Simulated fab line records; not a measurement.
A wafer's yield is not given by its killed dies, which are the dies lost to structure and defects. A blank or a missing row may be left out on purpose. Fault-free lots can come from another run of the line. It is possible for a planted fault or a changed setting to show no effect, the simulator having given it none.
Comparing a struck lot with a sound one    flow nand-harc    15 steps out of a route of 1159
Sound: the wafers L705.4, L705.5, L705.6. Wafers L720.1, L720.2, L720.4 were the ones struck. The cause comes at the end.
Per side, at each step with rows, come the tool, then ch with its chambers, and then its first start. Under that, the readings that differ: sound wafers    struck wafers    difference of the means    sigmas: that difference in standard deviations of wafers without a fault.
alike: readings with means less than 2 such deviations apart, plus words and numbers identical on both sides. not compared: withheld readings, readings lacking a value on some wafer, bounds such as >300 that could conceal the same value, and numbers that have no deviation in the record and whose values overlap.
A row with sigmas, a row that says differs or no value, or rows on one side alone: a step with any of these is where the two part. Numbers that have no deviation but don't overlap get no sigmas and don't part them. A reading that every wafer of one side lacks parts them only if that side has two wafers or more.

first, 1 step without rows for these wafers: NHARC_A_ONON_D1_DEP_03 (target thk 1000 nm).
NHARC_A_ONON_D1_THK_MEAS_05: measures by ellipsometry.
  sound on film-metro-02, day 7 23:37; struck on film-metro-01, day 10 19:14
  alike: thk-nm
then, no rows for these wafers at 1 step: NHARC_A_ONON_D1_DEP_06 (target thk 1000 nm).
NHARC_A_ONON_D1_THK_MEAS_08: measures by ellipsometry.
  sound on film-metro-02, day 8 00:11; struck on film-metro-01, day 10 19:47
  alike: thk-nm
then, no rows for these wafers at 1 step: NHARC_A_ONON_D1_DEP_09 (target thk 1000 nm).
NHARC_A_ONON_D1_THK_MEAS_11: measures by ellipsometry.
  sound on film-metro-01, day 8 00:46; struck on film-metro-02, day 10 20:22
  alike: thk-nm
then, no rows for these wafers at 1 step: NHARC_A_ONON_D1_DEP_12 (target thk 1000 nm).
NHARC_A_ONON_D1_THK_MEAS_14: measures by ellipsometry.
  sound on film-metro-01, day 8 01:19; struck on film-metro-02, day 10 20:55
reading      sound        struck          difference  sigmas
thk-nm (nm)  993 995 996  1024 1024 1025  +30         +2
then, 2 steps without rows for these wafers: NHARC_A_ONON_D1_ANNEAL_15 (time 3600 s); NHARC_A_ONON_D1_DEP_16 (target thk 1000 nm).
NHARC_A_ONON_D1_THK_MEAS_18: measures by ellipsometry.
  sound on film-metro-01, day 8 09:25; struck on film-metro-02, day 11 04:02
  alike: thk-nm
NHARC_A_ONON_D1_DEP_19: target thk 1000 nm.
  sound on pecvd-onon-01 ch 0, day 8 09:39; struck on pecvd-onon-01 ch 0, day 11 04:14
NHARC_A_ONON_D1_THK_MEAS_21: measures by ellipsometry.
  sound on film-metro-01, day 8 09:59; struck on film-metro-01, day 11 04:44
reading      sound        struck          difference  sigmas
thk-nm (nm)  998 996 997  1572 1571 1571  +574        +52
then, no rows for these wafers at 1 step: NHARC_A_ONON_D1_DEP_22 (target thk 1000 nm).
-- record jumps: 12 days between struck wafers' starts before vs after; left off in module A_ONON_D1, resumes in module END, first step shown is number 1159 of the route --
NHARC_END_SORT_01:
  at this point the record logs the struck wafers (prober-01 ch 0, day 23 01:30) and has no rows for the sound ones

WHERE THEY PART
First at NHARC_A_ONON_D1_THK_MEAS_14; last, within this record, at NHARC_END_SORT_01.

WHY: what had been put in by the simulator
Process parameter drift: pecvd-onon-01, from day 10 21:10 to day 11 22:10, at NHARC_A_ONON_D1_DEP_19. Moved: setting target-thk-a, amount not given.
